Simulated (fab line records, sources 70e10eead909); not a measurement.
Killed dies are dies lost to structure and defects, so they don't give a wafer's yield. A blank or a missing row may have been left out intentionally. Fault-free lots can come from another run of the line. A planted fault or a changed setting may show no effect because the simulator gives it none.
8D (eight disciplines) problem report, filled in by code || flow nand harc || the parts of the form that need people (team, actions taken, sign-off) are left out

== 1. WHAT WENT WRONG ==
run length s at NHARC_A_CONTACT_ETCH_75 reads a mean of 70.3 s on 4 wafers of 3 lots; wafers without a fault read 86.2 s with a standard deviation of 0.39. That is -41 standard deviations from the usual mean.
The step: etches the open film in CF4, target depth 39 nm, time 65 s.
Seen first at day 27 17:29 on rie diel-13, wafer L567.6. At this step, 35 wafers from 12 lots have a number in the record. The rule behind "out" and "out of limits": a value lying over 4 standard deviations away from the usual mean. All remaining wafers that have a number are taken as sound.

== 2. WHAT IT IS, WHAT IT ISN'T ==
{"question": "which readings at this step", "is": "run length s", "is not": "drypump motor current A, oes product au, rf vpp V, showerhead plenum p Torr, throttle valve pct"}
{"question": "which lots", "is": "L567, L570, L571", "is not": "L554, L556, L558, L559, L561, L572, L575, L576, L577"}
{"question": "which wafers of those lots", "is": "L567.6, L570.3, L570.6, L571.6", "is not": "L567.1, L567.4, L570.1, L571.2"}
{"question": "read on which tools", "is": "rie diel-13", "is not": "rie diel-06, rie diel-12"}
{"question": "when", "is": "from day 27 17:29", "is not": "up to then (17 sound wafers); but 14 sound wafers of L570, L571, L572, L575, L576, L577 came after"}

== 3. SUSPECTS, AND WHAT RULES EACH OUT ==
Counting: any tool at a process step up to the reading remains a suspect provided it ran every lot that is out. Sound lots after the first of them don't rule it out here, since some wafers of a struck lot are sound.
- rie diel-13 at NHARC_A_CONTACT_ETCH_75 (etches the open film in CF4, target depth 39 nm, time 65 s): kept. It ran every lot that is out, first L567 (day 27 17:29); its last sound lot up to then is L559 (day 23 20:36). Its own readings are out on those wafers: run length s.
Remaining after the count: rie diel-13 at NHARC_A_CONTACT_ETCH_75.

== 4. THE CAUSE (what the simulator had put in) ==
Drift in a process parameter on rie diel-13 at NHARC_A_CONTACT_ETCH_75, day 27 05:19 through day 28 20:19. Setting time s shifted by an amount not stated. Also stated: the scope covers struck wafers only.
After counting, this tool was the only one left.

== 5. THE CHAIN OF EFFECTS, in route order ==
Each row: a reading where the mean over the struck wafers with a number is more than 3 standard deviations away from the usual. Only readings for which the record gives a usual standard deviation are gone through. hours: the time from each lot's start at the first step in this table that gives one to its start at this step, as a median over the lots. sigmas: the change in usual standard deviations.
{"hours": 0, "step": "NHARC_A_CONTACT_ETCH_75", "reading": "run length s", "usual": "86.2 s", "on struck wafers": 70.3, "change": -15.9, "sigmas": -41}
Here are the process steps it includes:
- NHARC_A_CONTACT_ETCH_75: etches the open film in CF4, target depth 39 nm, time 65 s.
Later measuring or inspecting steps at which every struck wafer that the step has a row for has a number for every such reading, and none has moved that far: NHARC_END_SORT_01.

== 6. HOW IT WOULD HAVE BEEN CAUGHT EARLIER ==
First out-of-limits reading in this record: day 27 17:29, which is 12 hours after fault onset at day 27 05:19.
